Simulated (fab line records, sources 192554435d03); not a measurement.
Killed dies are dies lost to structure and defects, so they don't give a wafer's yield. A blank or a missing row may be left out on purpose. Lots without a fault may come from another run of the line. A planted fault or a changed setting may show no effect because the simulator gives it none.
fab line records | flow n5_finfet
record lots=10 wafers=30 last_day=16
route steps=1938 shown SD_EPI_N@287 BEOL_M4@1087 PASSIVATION@1936
lots that met no fault: from a run of the same line without faults
start_h: hours from the record's first day to the start of the lot's first wafer shown | wait_h: hours since the lot's step before | " the same as in the row above | L1.1+2: a row that stands for several wafers | - no value, or no start given | * or withheld: withheld | < > ~ a bound
route shown NAME@n: a module of which the file shows steps, and the number in the route of the first | usual: mean/standard deviation of fault-free wafers | same: alike in all rows | chamber/n: place in a boat | sites: the reading at each site | _std_site: their standard deviation | _edge_site: outer sites' mean less inner sites' | radius_mm: how far each site lies from the wafer's centre | mask NAME#n: copy n | behind: the tool/chamber that last shaped the wafer | hold: why the lot was held/for how many hours/how that ended | device: the transistor (n, p or np) that didn't switch | end of line: the same wafers' tests at the end of the route | a step without rows: its recipe alone | killed: dies lost to structure and defects at the first sort, not the wafer's yield | map: a wafer's dies, x killed, . not, _ none there
set.NAME: the setting as run; set.NAME@STEP: as run at that earlier step | model.NAME: the simulator's own value behind a step, which no gauge read
steps of the route over a sample of lots; a table a step, a row a wafer
services: from which hour (start_h, from the record's first day; less than 0 if before it) a tool's chamber was out of use, for how many hours, and why
## steps
# step N5_SD_EPI_N_VAPOR_ETCH_50
# recipe chemistry=HCl target=Si temp_c=775 time_s=54 pressure_torr=20 mode=isotropic
# usual lamp_inner_pct=22.3/1.8 throttle_valve_pct=12.0/0.44
# columns lot.wafer tool chamber start_h wait_h lamp_inner_pct throttle_valve_pct
L777.1 epi_rpcvd-03 0 62.10 0.3 24.4 12.3
L777.2 " 0 " " 24.4 12.1
L777.5 " 0 " " 24.3 12.3
L778.1 epi_rpcvd-03 0 69.13 0.3 24.3 12.2
L778.2 " 0 " " 24.1 12.6
L778.5 " 0 " " 24.3 12.3
L780.2 epi_rpcvd-01 0 82.50 0.3 20.2 11.6
L780.3 " 0 " " 20.3 11.4
L780.4 " 0 " " 20.2 11.2
L782.2 epi_rpcvd-03 0 94.35 0.3 24.3 12.2
L782.5 " 0 " " 24.5 12.2
L782.6 " 0 " " 24.6 12.4
L783.1 epi_rpcvd-02 0 98.61 0.3 21.4 12.2
L783.5 " 0 " " 21.3 12.2
L783.6 " 0 " " 21.8 12.3
L785.1 epi_rpcvd-01 0 112.47 0.3 20.4 11.2
L785.3 " 0 " " 20.2 11.3
L785.6 " 0 " " 20.1 11.2
L786.1 epi_rpcvd-01 0 119.18 0.3 20.4 11.3
L786.3 " 0 " " 20.4 11.3
L786.6 " 0 " " 20.1 11.5
L787.3 epi_rpcvd-01 0 125.81 0.2 19.9 11.3
L787.4 " 0 " " 20.4 11.5
L787.5 " 0 " " 20.2 11.5
L788.1 epi_rpcvd-01 0 130.21 0.3 20.4 11.4
L788.4 " 0 " " 20.3 11.1
L788.5 " 0 " " 20.4 11.3
L791.2 epi_rpcvd-01 0 147.44 0.3 20.1 11.3
L791.4 " 0 " " 20.3 11.2
L791.6 " 0 " " 20.1 11.2
# step N5_BEOL_M4_ANNEAL_80
# recipe temp_c=400 time_s=240 ambient=vacuum
# usual heater_power_w=816/80
# columns lot.wafer tool chamber start_h wait_h heater_power_w
L777.1 pvd_sputter-02 - 197.67 0.0 834
L777.2 " - " " 750
L777.5 " - " " 752
L778.1 pvd_sputter-03 - 197.83 0.0 875
L778.2 " - " " 729
L778.5 " - " " 728
L782.2 pvd_sputter-01 - 214.15 0.0 1079
L782.5 " - " " 825
L782.6 " - " " 822
L783.1 pvd_sputter-01 - 223.35 0.0 830
L783.5 " - " " 834
L783.6 " - " " 811
L780.2 pvd_sputter-03 - 228.72 0.0 769
L780.3 " - " " 752
L780.4 " - " " 764
L785.1 pvd_sputter-03 - 233.43 0.0 736
L785.3 " - " " 889
L785.6 " - " " 726
L786.1 pvd_sputter-02 - 246.16 0.0 753
L786.3 " - " " 836
L786.6 " - " " 850
L787.3 pvd_sputter-03 - 246.39 0.0 748
L787.4 " - " " 885
L787.5 " - " " 734
L788.1 pvd_sputter-03 - 261.33 0.0 876
L788.4 " - " " 772
L788.5 " - " " 792
L791.2 pvd_sputter-03 - 264.35 0.0 742
L791.4 " - " " 888
L791.6 " - " " 886
# step N5_BEOL_M4_ANNEAL_87
# recipe temp_c=400 time_s=240 ambient=vacuum
# usual heater_power_w=816/80
# columns lot.wafer tool chamber start_h wait_h heater_power_w
L777.1 pvd_sputter-02 - 198.11 0.0 830
L777.2 " - " " 770
L777.5 " - " " 760
L778.1 pvd_sputter-03 - 198.27 0.0 873
L778.2 " - " " 735
L778.5 " - " " 744
L782.2 pvd_sputter-01 - 214.63 0.0 1025
L782.5 " - " " 810
L782.6 " - " " 820
L783.1 pvd_sputter-01 - 223.85 0.0 812
L783.5 " - " " 837
L783.6 " - " " 806
L780.2 pvd_sputter-03 - 229.16 0.0 741
L780.3 " - " " 742
L780.4 " - " " 732
L785.1 pvd_sputter-03 - 233.87 0.0 759
L785.3 " - " " 873
L785.6 " - " " 729
L786.1 pvd_sputter-02 - 246.60 0.0 750
L786.3 " - " " 839
L786.6 " - " " 821
L787.3 pvd_sputter-03 - 246.83 0.0 742
L787.4 " - " " 879
L787.5 " - " " 729
L788.1 pvd_sputter-03 - 261.77 0.0 852
L788.4 " - " " 774
L788.5 " - " " 787
L791.2 pvd_sputter-03 - 264.79 0.0 743
L791.4 " - " " 879
L791.6 " - " " 875
# step N5_BEOL_M4_SPUTTER_92
# recipe material=Cu target_thk_a=45 temp_c=-20 chamber_pressure_pa=0.07 power_w=withheld time_s=8.29
# usual chuck_gas_flow_sccm=1.26/0.056 chuck_sensor_temp_C=-16.1/0.42 throttle_valve_pct=30.2/1
# columns lot.wafer tool chamber start_h wait_h chuck_gas_flow_sccm chuck_sensor_temp_C throttle_valve_pct
L777.1 pvd_sputter-02 - 198.69 0.1 1.28 -16.0 29.8
L777.2 " - " " 1.17 -16.4 31.6
L777.5 " - " " 1.22 -16.5 31.5
L778.1 pvd_sputter-03 - 198.85 0.1 1.26 -15.8 29.7
L778.2 " - " " 1.27 -15.6 30.8
L778.5 " - " " 1.20 -16.3 32.0
L782.2 pvd_sputter-01 - 215.25 0.1 1.24 -15.4 29.6
L782.5 " - " " 1.27 -16.5 29.9
L782.6 " - " " 1.25 -16.3 30.9
L783.1 pvd_sputter-01 - 224.50 0.1 1.19 -16.4 29.6
L783.5 " - " " 1.26 -16.3 30.9
L783.6 " - " " 1.32 -16.4 30.0
L780.2 pvd_sputter-03 - 229.74 0.1 1.26 -16.7 29.0
L780.3 " - " " 1.35 -15.6 30.7
L780.4 " - " " 1.25 -16.4 31.7
L785.1 pvd_sputter-03 - 234.45 0.1 1.12 -16.3 31.8
L785.3 " - " " 1.25 -16.2 29.9
L785.6 " - " " 1.24 -15.5 30.9
L786.1 pvd_sputter-02 - 247.18 0.1 1.30 -16.2 31.6
L786.3 " - " " 1.27 -15.9 29.9
L786.6 " - " " 1.36 -15.8 29.8
L787.3 pvd_sputter-03 - 247.41 0.1 1.23 -16.4 31.7
L787.4 " - " " 1.30 -16.3 30.0
L787.5 " - " " 1.24 -15.6 30.7
L788.1 pvd_sputter-03 - 262.35 0.1 1.26 -16.1 29.6
L788.4 " - " " 1.35 -16.8 29.1
L788.5 " - " " 1.23 -16.8 29.1
L791.2 pvd_sputter-03 - 265.37 0.1 1.16 -15.6 30.5
L791.4 " - " " 1.32 -16.1 29.8
L791.6 " - " " 1.24 -15.8 29.6
# step N5_BEOL_M4_RC_MEAS_101
# usual DIBL_N=36.3/1.8 DIBL_P=36.5/2.1 IOFF_N=0.16/0.031 IOFF_N_85C=3.2/0.51 IOFF_N_LIN=0.075/0.012 IOFF_N_LONG=5.64e-05/2.2e-06 IOFF_P=0.22/0.038 ION_N=677/12 ION_P=466/7.8 REXT_N=75.5/1.5 SS_N=71.5/0.61 SS_P=73.2/0.7 VT_N=249/3 VT_N_LVT=99/3.2 VT_P=-248.9/3
# columns lot.wafer tool chamber start_h wait_h DIBL_N[mV/V] DIBL_P[mV/V] IOFF_N[nA/um] IOFF_N_85C[nA/um] IOFF_N_LIN[nA/um] IOFF_N_LONG[nA/um] IOFF_P[nA/um] ION_N[uA/um] ION_P[uA/um] REXT_N[ohm.um] SS_N[mV/dec] SS_P[mV/dec] VT_N[mV] VT_N_LVT[mV] VT_P[mV]
L777.1 prober-02 0 200.24 0.0 38.2 38.6 0.20 3.9 0.092 5.86e-05 0.24 693 464 74.4 72.0 73.6 247 93 -246.9
L777.2 " 0 " " 36.2 36.3 0.17 3.2 0.078 5.91e-05 0.20 688 462 74.5 71.4 72.0 250 95 -250.2
L777.5 " 0 " " 39.2 38.9 0.22 4.2 0.100 5.83e-05 0.27 691 466 74.8 72.4 73.8 244 92 -246.2
L778.1 prober-02 0 201.17 0.8 35.9 36.8 0.15 3.0 0.071 5.5e-05 0.20 667 456 74.9 72.2 73.3 250 101 -249.2
L778.2 " 0 " " 36.7 37.7 0.17 3.3 0.077 5.41e-05 0.22 664 459 76.4 72.4 73.4 252 100 -251.5
L778.5 " 0 " " 36.4 37.2 0.16 3.2 0.077 5.5e-05 0.20 687 463 74.5 71.9 73.5 248 102 -251.7
L782.2 prober-02 0 217.02 0.2 35.5 37.0 0.17 3.4 0.083 6.15e-05 0.27 689 478 76.6 71.1 73.5 246 97 -243.1
L782.5 " 0 " " 34.6 35.8 0.15 3.0 0.076 6.2e-05 0.24 687 480 76.5 71.0 72.2 249 99 -246.4
L782.6 " 0 " " 39.3 42.0 0.28 5.1 0.125 6.13e-05 0.38 708 488 76.5 72.2 73.6 238 91 -240.6
L783.1 prober-02 0 226.11 0.0 36.3 36.3 0.14 2.8 0.068 5.69e-05 0.18 665 455 73.7 71.3 73.1 252 97 -255.5
L783.5 " 0 " " 34.8 34.0 0.12 2.4 0.058 5.62e-05 0.15 664 455 74.4 71.0 72.9 256 100 -258.4
L783.6 " 0 " " 38.2 39.1 0.18 3.5 0.086 5.62e-05 0.22 693 465 75.6 70.9 74.1 249 94 -252.0
L780.2 prober-01 0 231.71 0.2 38.0 38.8 0.20 3.8 0.090 5.41e-05 0.24 697 470 75.3 72.1 74.1 246 95 -249.7
L780.3 " 0 " " 38.9 39.3 0.21 4.0 0.096 5.48e-05 0.25 705 468 74.6 71.5 74.0 246 94 -250.0
L780.4 " 0 " " 37.6 37.4 0.17 3.2 0.075 5.39e-05 0.22 679 458 74.7 71.4 74.1 249 100 -252.2
L785.1 prober-01 0 236.79 0.0 39.5 38.0 0.17 3.4 0.077 5.5e-05 0.22 673 458 74.1 72.5 74.0 249 99 -249.8
L785.3 " 0 " " 37.6 36.5 0.16 3.1 0.073 5.46e-05 0.22 673 468 74.5 71.8 72.9 250 99 -250.6
L785.6 " 0 " " 40.1 38.6 0.18 3.5 0.081 5.5e-05 0.23 686 466 75.1 72.8 74.0 250 99 -247.5
L786.1 prober-02 0 248.72 0.0 35.6 34.6 0.15 2.8 0.070 5.48e-05 0.21 664 460 73.4 70.8 72.6 251 101 -247.7
L786.3 " 0 " " 35.2 34.5 0.15 2.9 0.070 5.55e-05 0.21 675 466 73.1 70.6 73.3 250 101 -248.2
L786.6 " 0 " " 36.9 36.5 0.18 3.4 0.082 5.5e-05 0.25 675 463 74.1 71.5 73.8 248 98 -245.0
L787.3 prober-01 0 249.30 0.3 37.9 38.5 0.17 3.2 0.077 5.4e-05 0.26 681 468 79.5 71.8 73.0 249 98 -246.4
L787.4 " 0 " " 34.4 33.2 0.11 2.2 0.053 5.55e-05 0.18 655 456 78.9 70.1 71.7 257 105 -253.3
L787.5 " 0 " " 35.5 34.8 0.13 2.5 0.061 5.64e-05 0.20 670 465 78.8 70.9 72.9 253 102 -249.0
L788.1 prober-01 0 263.90 0.0 49.7 35.6 0.52 8.4 0.159 6.02e-05 0.21 739 465 63.3 75.9 73.7 237 85 -248.6
L788.4 " 0 " " 51.5 37.7 0.68 10.5 0.198 6.04e-05 0.25 756 471 63.3 76.5 73.8 234 80 -247.8
L788.5 " 0 " " 51.8 38.3 0.65 10.1 0.186 6e-05 0.27 747 467 63.5 76.9 73.5 234 82 -247.4
L791.2 prober-01 0 267.33 0.2 48.4 35.1 0.47 7.9 0.152 6.48e-05 0.21 730 461 64.2 74.1 71.8 235 87 -251.0
L791.4 " 0 " " 47.8 34.4 0.44 7.5 0.150 6.49e-05 0.20 729 459 65.0 74.3 72.4 236 88 -252.6
L791.6 " 0 " " 50.2 37.3 0.61 9.7 0.189 6.61e-05 0.24 752 462 63.8 74.6 73.0 233 83 -247.0
# step N5_PASSIVATION_PROBE_49
# usual defect_limited_yield=91.2/1.5 killed_at_M0_to_M3=33/9.6 killed_at_M4_up=14/5.6 killed_at_contacts=14/5.5 killed_at_front_end=40/13 killed_at_other=4/3 killed_dies=104/17 killed_on_rim=14/4.3 killed_open=68/13 killed_short=33/7.2 sort_bin_4_leakage=0.00/0.014 sort_bin_5_function=5.2/0.95 sort_bin_6_memory=3.3/0.62 sort_n_pass=1076/17 sort_yield_pct=91.2/1.5
# same gross_dies=1180 killed_at_back_side=0 sort_bin_8_speed[%]=0
# columns lot.wafer tool chamber start_h wait_h defect_limited_yield[%] killed_at_M0_to_M3 killed_at_M4_up killed_at_contacts killed_at_front_end killed_at_other killed_dies killed_on_rim killed_open killed_short sort_bin_4_leakage[%] sort_bin_5_function[%] sort_bin_6_memory[%] sort_n_pass sort_yield_pct[%]
L777.1 prober-02 - 312.44 0.0 90.9 30 30 8 36 3 107 23 75 27 0 5.3 3.5 1073 90.9
L777.2 prober-02 - 312.49 0.1 94.0 14 11 10 34 2 71 9 42 23 0 3.6 1.9 1109 94.0
L777.5 prober-02 - 312.64 0.2 91.0 23 31 22 27 3 106 12 69 36 0 5.1 3.4 1074 91.0
L778.1 prober-02 - 315.63 0.0 91.0 43 9 9 39 6 106 10 70 36 0 5.3 3.5 1074 91.0
L778.2 prober-02 - 315.68 0.1 91.8 27 15 13 34 8 97 9 68 29 0 5.1 2.7 1083 91.8
L778.5 prober-02 - 315.83 0.2 91.4 33 10 15 34 10 102 17 66 36 0 5.3 3.1 1078 91.4
L787.3 prober-02 - 346.95 0.1 90.8 20 7 8 70 4 109 19 69 40 0 6.1 2.8 1071 90.8
L787.4 prober-02 - 347.00 0.2 92.6 19 7 14 45 2 87 9 59 26 0 4.1 2.8 1093 92.6
L787.5 prober-02 - 347.05 0.2 92.4 24 13 14 38 1 90 8 61 27 0 4.5 2.8 1090 92.4
L786.1 prober-01 - 360.24 0.0 92.7 27 11 15 30 3 86 11 58 28 0 3.7 3.5 1094 92.7
L786.3 prober-01 - 360.34 0.1 91.3 40 13 13 28 9 103 17 73 28 0 4.7 3.6 1077 91.3
L786.6 prober-01 - 360.49 0.3 92.8 22 14 21 24 4 85 16 63 20 0 4.5 2.6 1095 92.8
L791.2 prober-02 - 366.86 0.1 92.9 25 11 16 29 3 84 11 65 17 37.12 3.6 3.3 658 55.8
L791.4 prober-02 - 366.96 0.2 91.1 36 11 10 42 6 105 14 60 43 25.76 5.0 3.7 771 65.3
L791.6 prober-02 - 367.06 0.3 93.9 14 13 16 27 2 72 10 40 30 80.76 3.3 2.5 155 13.1
L788.1 prober-01 - 372.57 0.0 90.7 36 8 11 47 8 110 15 68 36 58.98 5.6 3.1 374 31.7
L788.4 prober-01 - 372.72 0.2 91.0 19 11 13 54 9 106 19 62 38 87.97 5.3 3.3 36 3.1
L788.5 prober-01 - 372.77 0.2 90.7 24 9 13 50 14 110 15 69 31 86.44 5.3 3.5 50 4.2
# killed by level:class
L777.1 BEOL_M4:geometric_particle:open=15 FIN_SAQP:geometric_particle:open=11 BEOL_M2:geometric_particle:open=11 FIN_SAQP:geometric_particle:short=8 BEOL_M3:geometric_particle:open=6 MOL_CONTACT_COAG:geometric_particle:open=5 BEOL_M5:geometric_particle:open=5 STI_FIN_REVEAL:geometric_particle:open=3
L777.2 FIN_SAQP:geometric_particle:open=8 BEOL_M4:geometric_particle:open=8 MOL_CONTACT_COAG:geometric_particle:open=7 HKMG_FIN:area_etch=5 STI_FIN_REVEAL:geometric_particle:open=4 BEOL_M0_SAQP:geometric_particle:short=4 FIN_SAQP:geometric_particle:short=3 DUMMY_GATE:geometric_particle:short=3
L777.5 MOL_CONTACT_COAG:geometric_particle:open=19 BEOL_M4:geometric_particle:open=15 FIN_SAQP:geometric_particle:open=8 BEOL_M0_SAQP:geometric_particle:short=8 GATE_CUT:geometric_particle:short=5 BEOL_M2:geometric_particle:open=5 BEOL_M5:geometric_particle:open=5 BEOL_M0_SAQP:geometric_particle:open=4
L778.1 FIN_SAQP:geometric_particle:open=12 BEOL_M2:geometric_particle:open=11 FIN_SAQP:geometric_particle:short=7 MOL_CONTACT_COAG:geometric_particle:open=7 BEOL_M3:geometric_particle:open=7 DUMMY_GATE:geometric_particle:open=6 BEOL_M0_SAQP:geometric_particle:open=6 BEOL_M0:geometric_particle:open=4
L778.2 MOL_CONTACT_COAG:geometric_particle:open=12 BEOL_M4:geometric_particle:open=10 FIN_SAQP:geometric_particle:short=9 FIN_SAQP:geometric_particle:open=7 DUMMY_GATE:geometric_particle:open=7 BEOL_M3:geometric_particle:open=7 STI_FIN_REVEAL:geometric_particle:open=5 BEOL_M3:geometric_particle:short=5
L778.5 BEOL_M0_SAQP:geometric_particle:open=12 FIN_SAQP:geometric_particle:short=11 FIN_SAQP:geometric_particle:open=10 MOL_CONTACT_COAG:geometric_particle:open=10 BEOL_M0_SAQP:geometric_particle:short=7 PASS1_CAP:geometric_particle:open=7 MOL_CONTACT_COAG:geometric_particle:short=5 BEOL_M3:geometric_particle:open=5
L787.3 STI_FIN_REVEAL:geometric_particle:open=18 FIN_SAQP:geometric_particle:short=16 MOL_CONTACT_COAG:geometric_particle:open=8 GATE_CUT:geometric_particle:short=7 SPACER0:geometric_particle:open=6 STI_FIN_REVEAL:geometric_particle:short=4 SPACER0:geometric_particle:short=4 BEOL_M0_SAQP:geometric_particle:open=4
L787.4 GATE_CUT:geometric_particle:open=11 MOL_CONTACT_COAG:geometric_particle:open=11 STI_FIN_REVEAL:geometric_particle:open=7 FIN_SAQP:geometric_particle:open=5 BEOL_M0_SAQP:geometric_particle:open=5 BEOL_M1:geometric_particle:open=5 FIN_SAQP:geometric_particle:short=4 STI_FIN_REVEAL:geometric_particle:short=4
L787.5 MOL_CONTACT_COAG:geometric_particle:open=9 DUMMY_GATE:geometric_particle:open=8 GATE_CUT:geometric_particle:open=6 BEOL_M1:geometric_particle:open=6 MOL_CONTACT_COAG:geometric_particle:short=5 FIN_SAQP:geometric_particle:open=4 FIN_SAQP:geometric_particle:short=4 STI_FIN_REVEAL:geometric_particle:open=4
L786.1 MOL_CONTACT_COAG:geometric_particle:open=12 BEOL_M1:geometric_particle:open=10 STI_FIN_REVEAL:geometric_particle:open=7 FIN_SAQP:geometric_particle:open=6 BEOL_M2:geometric_particle:open=5 BEOL_M3:geometric_particle:open=5 FIN_SAQP:geometric_particle:short=4 BEOL_M2:geometric_particle:short=4
L786.3 MOL_CONTACT_COAG:geometric_particle:open=12 BEOL_M2:geometric_particle:open=12 BEOL_M1:geometric_particle:open=10 BEOL_M1:geometric_particle:short=6 DUMMY_GATE:geometric_particle:open=5 STARTING-WAFER:geometric_particle:open=5 FIN_SAQP:geometric_particle:open=4 GATE_CUT:geometric_particle:short=4
L786.6 MOL_CONTACT_COAG:geometric_particle:open=17 BEOL_M4:geometric_particle:open=7 FIN_SAQP:geometric_particle:open=6 BEOL_M1:geometric_particle:open=6 DUMMY_GATE:geometric_particle:open=4 BEOL_M3:geometric_particle:open=4 MOL_CONTACT_COAG:geometric_particle:short=4 BEOL_M2:geometric_particle:open=4
L791.2 MOL_CONTACT_COAG:geometric_particle:open=16 STI_FIN_REVEAL:geometric_particle:open=9 BEOL_M0_SAQP:geometric_particle:open=6 BEOL_M3:geometric_particle:open=6 BEOL_M0_SAQP:geometric_particle:short=5 BEOL_M2:geometric_particle:open=4 FIN_SAQP:geometric_particle:open=3 DUMMY_GATE:geometric_particle:open=3
L791.4 BEOL_M0_SAQP:geometric_particle:short=15 BEOL_M0_SAQP:geometric_particle:open=9 FIN_SAQP:geometric_particle:open=7 BEOL_M3:geometric_particle:open=7 GATE_CUT:geometric_particle:open=6 BEOL_M4:geometric_particle:open=6 MOL_CONTACT_COAG:geometric_particle:open=6 FIN_SAQP:geometric_particle:short=5
L791.6 MOL_CONTACT_COAG:geometric_particle:open=12 GATE_CUT:geometric_particle:short=5 DUMMY_GATE:geometric_particle:open=4 MOL_CONTACT_COAG:geometric_particle:short=4 BEOL_M10:geometric_particle:open=4 FIN_SAQP:geometric_particle:short=3 GATE_CUT:geometric_particle:open=3 BEOL_M4:geometric_particle:open=3
L788.1 FIN_SAQP:geometric_particle:open=13 BEOL_M0_SAQP:geometric_particle:open=13 FIN_SAQP:geometric_particle:short=10 STI_FIN_REVEAL:geometric_particle:open=9 BEOL_M0_SAQP:geometric_particle:short=9 MOL_CONTACT_COAG:geometric_particle:open=8 BEOL_M2:geometric_particle:open=6 PASS1_DEP:geometric_particle:open=4
L788.4 STI_FIN_REVEAL:geometric_particle:open=11 FIN_SAQP:geometric_particle:open=10 MOL_CONTACT_COAG:geometric_particle:open=9 FIN_SAQP:geometric_particle:short=6 ILD0:geometric_particle:short=6 GATE_CUT:geometric_particle:open=6 BEOL_M2:geometric_particle:open=6 BEOL_M0_SAQP:geometric_particle:open=4
L788.5 STI_FIN_REVEAL:geometric_particle:open=18 MOL_CONTACT_COAG:geometric_particle:open=13 FIN_SAQP:geometric_particle:short=8 FIN_SAQP:geometric_particle:open=6 BEOL_M3:geometric_particle:open=6 STARTING-WAFER:geometric_particle:short=5 BEOL_M2:geometric_particle:open=4 PASS1_CAP:geometric_particle:short=4
## services
# columns tool chamber start_h hours kind
pvd_sputter-03 - 61.71 3.1 repair
pvd_sputter-03 - 72.47 2.8 repair
epi_rpcvd-02 - 111.22 1.8 repair
epi_rpcvd-02 - 137.09 0.5 pm
epi_rpcvd-01 - 137.66 2.8 pm
pvd_sputter-02 - 146.19 7.4 repair
epi_rpcvd-02 - 227.78 2.8 pm
epi_rpcvd-01 - 265.05 28.1 pm
## key
first_sign step=N5_BEOL_M4_RC_MEAS_101 reading=IOFF_N direction=up sigmas=13 usual=0.16 struck=0.56
effect step=N5_BEOL_M4_RC_MEAS_101 reading=IOFF_N_85C direction=up sigmas=11 usual=3.2 struck=9.0
effect step=N5_BEOL_M4_RC_MEAS_101 reading=IOFF_N_LIN direction=up sigmas=8.1 usual=0.075 struck=0.172
effect step=N5_BEOL_M4_RC_MEAS_101 reading=REXT_N direction=down sigmas=7.8 usual=75.5 struck=63.9
effect step=N5_BEOL_M4_RC_MEAS_101 reading=DIBL_N direction=up sigmas=7.7 usual=36.3 struck=49.9
effect step=N5_BEOL_M4_RC_MEAS_101 reading=SS_N direction=up sigmas=6.4 usual=71.5 struck=75.4
effect step=N5_BEOL_M4_RC_MEAS_101 reading=ION_N direction=up sigmas=5.3 usual=677 struck=742
effect step=N5_BEOL_M4_RC_MEAS_101 reading=VT_N direction=down sigmas=4.9 usual=249 struck=235
effect step=N5_BEOL_M4_RC_MEAS_101 reading=VT_N_LVT direction=down sigmas=4.5 usual=99 struck=84
effect step=N5_BEOL_M4_RC_MEAS_101 reading=IOFF_N_LONG direction=up sigmas=2.9 usual=5.64e-05 struck=6.27e-05
effect step=N5_PASSIVATION_PROBE_49 reading=sort_bin_4_leakage direction=up sigmas=99+ usual=0.00 struck=62.84
met_at N5_SD_EPI_N_VAPOR_ETCH_50
struck_lots L788,L791
not_acting_at N5_BEOL_M4_ANNEAL_80,N5_BEOL_M4_ANNEAL_87,N5_BEOL_M4_SPUTTER_92
onset_between 125.81 130.21
also_fits time
fault kind=process_parameter_drift tool=epi_rpcvd-01 chamber=- onset_h=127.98 steps=N5_SD_EPI_N_VAPOR_ETCH_50 channel=time_s offset=* shape=step end_h=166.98 acts_in=* stated=*
